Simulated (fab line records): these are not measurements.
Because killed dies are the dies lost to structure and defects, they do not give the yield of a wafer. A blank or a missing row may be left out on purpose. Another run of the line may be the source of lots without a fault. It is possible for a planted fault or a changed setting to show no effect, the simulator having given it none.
Split-lot experiment / flow n5_finfet / 39 wafers read across 7 lots, on a route 1938 steps long

## THE SPLIT ITSELF
At N5_MOL_CONTACT_COAG_ETCH_105 (etches SiARC in CF4, target depth 15.6 nm, time 26 s), the setting bias_w was moved away from the recipe's 36 W on 18 of the 39 wafers read, by -18.8% to +14.7%. The other wafers ran this setting at the recipe's value.

Reading taken at the split's own step.

## THE READING
rf_vpp_V, in V, at N5_MOL_CONTACT_COAG_ETCH_105 (etches SiARC in CF4, target depth 15.6 nm, time 26 s). A value of 184.0 V with a standard deviation of 1.2 V is what fault-free wafers of this fab line usually give.

wafer=L075.1; tool, chamber at the split=rie_diel-04, 2; bias_w as run, W=36; against the recipe=recipe; rf_vpp_V, V=183.2; against lot-mates on the recipe=-
wafer=L075.2; tool, chamber at the split=rie_diel-04, 1; bias_w as run, W=36; against the recipe=recipe; rf_vpp_V, V=185.2; against lot-mates on the recipe=-
wafer=L075.3; tool, chamber at the split=rie_diel-04, 3; bias_w as run, W=29.24; against the recipe=-18.8%; rf_vpp_V, V=160.3; against lot-mates on the recipe=-24.0
wafer=L075.4; tool, chamber at the split=rie_diel-04, 0; bias_w as run, W=36; against the recipe=recipe; rf_vpp_V, V=184.4; against lot-mates on the recipe=-
wafer=L075.5; tool, chamber at the split=rie_diel-04, 3; bias_w as run, W=29.24; against the recipe=-18.8%; rf_vpp_V, V=162.7; against lot-mates on the recipe=-21.6
wafer=L075.6; tool, chamber at the split=rie_diel-04, 0; bias_w as run, W=29.24; against the recipe=-18.8%; rf_vpp_V, V=159.1; against lot-mates on the recipe=-25.2
wafer=L077.1; tool, chamber at the split=rie_diel-02, 1; bias_w as run, W=33.64; against the recipe=-6.6%; rf_vpp_V, V=177.0; against lot-mates on the recipe=-6.5
wafer=L077.2; tool, chamber at the split=rie_diel-02, 2; bias_w as run, W=36; against the recipe=recipe; rf_vpp_V, V=182.1; against lot-mates on the recipe=-
wafer=L077.3; tool, chamber at the split=rie_diel-02, 3; bias_w as run, W=36; against the recipe=recipe; rf_vpp_V, V=185.3; against lot-mates on the recipe=-
wafer=L077.4; tool, chamber at the split=rie_diel-02, 0; bias_w as run, W=33.64; against the recipe=-6.6%; rf_vpp_V, V=176.7; against lot-mates on the recipe=-6.8
wafer=L077.5; tool, chamber at the split=rie_diel-02, 0; bias_w as run, W=33.64; against the recipe=-6.6%; rf_vpp_V, V=175.8; against lot-mates on the recipe=-7.7
wafer=L077.6; tool, chamber at the split=rie_diel-02, 1; bias_w as run, W=36; against the recipe=recipe; rf_vpp_V, V=183.0; against lot-mates on the recipe=-
wafer=L079.1; tool, chamber at the split=rie_diel-04, 1; bias_w as run, W=36; against the recipe=recipe; rf_vpp_V, V=183.4; against lot-mates on the recipe=-
wafer=L079.2; tool, chamber at the split=rie_diel-04, 3; bias_w as run, W=41.31; against the recipe=+14.7%; rf_vpp_V, V=200.2; against lot-mates on the recipe=+16.5
wafer=L079.3; tool, chamber at the split=rie_diel-04, 2; bias_w as run, W=36; against the recipe=recipe; rf_vpp_V, V=183.5; against lot-mates on the recipe=-
wafer=L079.4; tool, chamber at the split=rie_diel-04, 2; bias_w as run, W=41.31; against the recipe=+14.7%; rf_vpp_V, V=201.1; against lot-mates on the recipe=+17.4
wafer=L079.5; tool, chamber at the split=rie_diel-04, 1; bias_w as run, W=41.31; against the recipe=+14.7%; rf_vpp_V, V=202.3; against lot-mates on the recipe=+18.6
wafer=L079.6; tool, chamber at the split=rie_diel-04, 3; bias_w as run, W=36; against the recipe=recipe; rf_vpp_V, V=184.3; against lot-mates on the recipe=-
wafer=L083.1; tool, chamber at the split=rie_diel-02, 0; bias_w as run, W=33.69; against the recipe=-6.4%; rf_vpp_V, V=175.6; against lot-mates on the recipe=-8.5
wafer=L083.2; tool, chamber at the split=rie_diel-02, 2; bias_w as run, W=36; against the recipe=recipe; rf_vpp_V, V=182.8; against lot-mates on the recipe=-
wafer=L083.3; tool, chamber at the split=rie_diel-02, 3; bias_w as run, W=36; against the recipe=recipe; rf_vpp_V, V=185.8; against lot-mates on the recipe=-
wafer=L083.4; tool, chamber at the split=rie_diel-02, 1; bias_w as run, W=33.69; against the recipe=-6.4%; rf_vpp_V, V=176.0; against lot-mates on the recipe=-8.1
wafer=L083.5; tool, chamber at the split=rie_diel-02, 2; bias_w as run, W=33.69; against the recipe=-6.4%; rf_vpp_V, V=175.4; against lot-mates on the recipe=-8.7
wafer=L083.6; tool, chamber at the split=rie_diel-02, 1; bias_w as run, W=36; against the recipe=recipe; rf_vpp_V, V=183.8; against lot-mates on the recipe=-
wafer=L084.1; tool, chamber at the split=rie_diel-02, 1; bias_w as run, W=39.79; against the recipe=+10.5%; rf_vpp_V, V=194.5; against lot-mates on the recipe=+11.2
wafer=L084.2; tool, chamber at the split=rie_diel-02, 3; bias_w as run, W=39.79; against the recipe=+10.5%; rf_vpp_V, V=195.9; against lot-mates on the recipe=+12.6
wafer=L084.3; tool, chamber at the split=rie_diel-02, 0; bias_w as run, W=39.79; against the recipe=+10.5%; rf_vpp_V, V=196.4; against lot-mates on the recipe=+13.1
wafer=L084.4; tool, chamber at the split=rie_diel-02, 2; bias_w as run, W=36; against the recipe=recipe; rf_vpp_V, V=182.0; against lot-mates on the recipe=-
wafer=L084.5; tool, chamber at the split=rie_diel-02, 3; bias_w as run, W=36; against the recipe=recipe; rf_vpp_V, V=184.7; against lot-mates on the recipe=-
wafer=L084.6; tool, chamber at the split=rie_diel-02, 0; bias_w as run, W=36; against the recipe=recipe; rf_vpp_V, V=183.3; against lot-mates on the recipe=-
wafer=L089.2; tool, chamber at the split=rie_diel-01, 1; bias_w as run, W=36; against the recipe=recipe; rf_vpp_V, V=182.1; against lot-mates on the recipe=-
wafer=L089.4; tool, chamber at the split=rie_diel-01, 3; bias_w as run, W=36; against the recipe=recipe; rf_vpp_V, V=185.5; against lot-mates on the recipe=-
wafer=L089.6; tool, chamber at the split=rie_diel-01, 0; bias_w as run, W=36; against the recipe=recipe; rf_vpp_V, V=183.7; against lot-mates on the recipe=-
wafer=L093.1; tool, chamber at the split=rie_diel-01, 2; bias_w as run, W=36; against the recipe=recipe; rf_vpp_V, V=185.8; against lot-mates on the recipe=-
wafer=L093.2; tool, chamber at the split=rie_diel-01, 0; bias_w as run, W=34.22; against the recipe=-4.9%; rf_vpp_V, V=179.0; against lot-mates on the recipe=-6.4
wafer=L093.3; tool, chamber at the split=rie_diel-01, 3; bias_w as run, W=34.22; against the recipe=-4.9%; rf_vpp_V, V=179.7; against lot-mates on the recipe=-5.7
wafer=L093.4; tool, chamber at the split=rie_diel-01, 3; bias_w as run, W=36; against the recipe=recipe; rf_vpp_V, V=186.9; against lot-mates on the recipe=-
wafer=L093.5; tool, chamber at the split=rie_diel-01, 0; bias_w as run, W=36; against the recipe=recipe; rf_vpp_V, V=183.4; against lot-mates on the recipe=-
wafer=L093.6; tool, chamber at the split=rie_diel-01, 2; bias_w as run, W=34.22; against the recipe=-4.9%; rf_vpp_V, V=179.1; against lot-mates on the recipe=-6.3

THE FIT
A straight line over all 39 wafers: rf_vpp_V changes by +1.19 V for each +1% of bias_w; r = +0.99; the points scatter about the line by 1.3 V.
The same after taking each lot's own level away (the mean of its wafers on the recipe; 39 wafers): +1.21 V for each +1%; r = +0.99; scatter 1.1 V.
According to that fit, moving bias_w by its largest amount changes the reading by 23 V.
Measured against the standard deviation above, the lots' own levels, which go from 183.33 to 185.37 V, span 1.7 times it.
So the lot-to-lot level changes the slope little: the two slopes agree.
Check: with one of the wafers moved furthest among these (-18.8%) left out of the fit, the line predicts -22.7 V for it against its lot-mates. Against them it came out at -24 V.
Tool readings at the split's step, against how far the setting was moved: rf_vpp_V r = +0.99.

## THESE WAFERS: OTHER SPLITS
Note: prior to the reading, these wafers also went through further splits. Each is held against what the fit with the lots' levels taken away leaves over:
other split on the same wafers=N5_FIN_SAQP_HM_DEP_72 target_thk_a; wafers away from the commonest value=9; r with rf_vpp_V (lot level and that fit taken away)=-0.10

## FILE'S OWN FIT
rf_vpp_V changes by +1.22 V for each +1% of bias_w, r = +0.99.
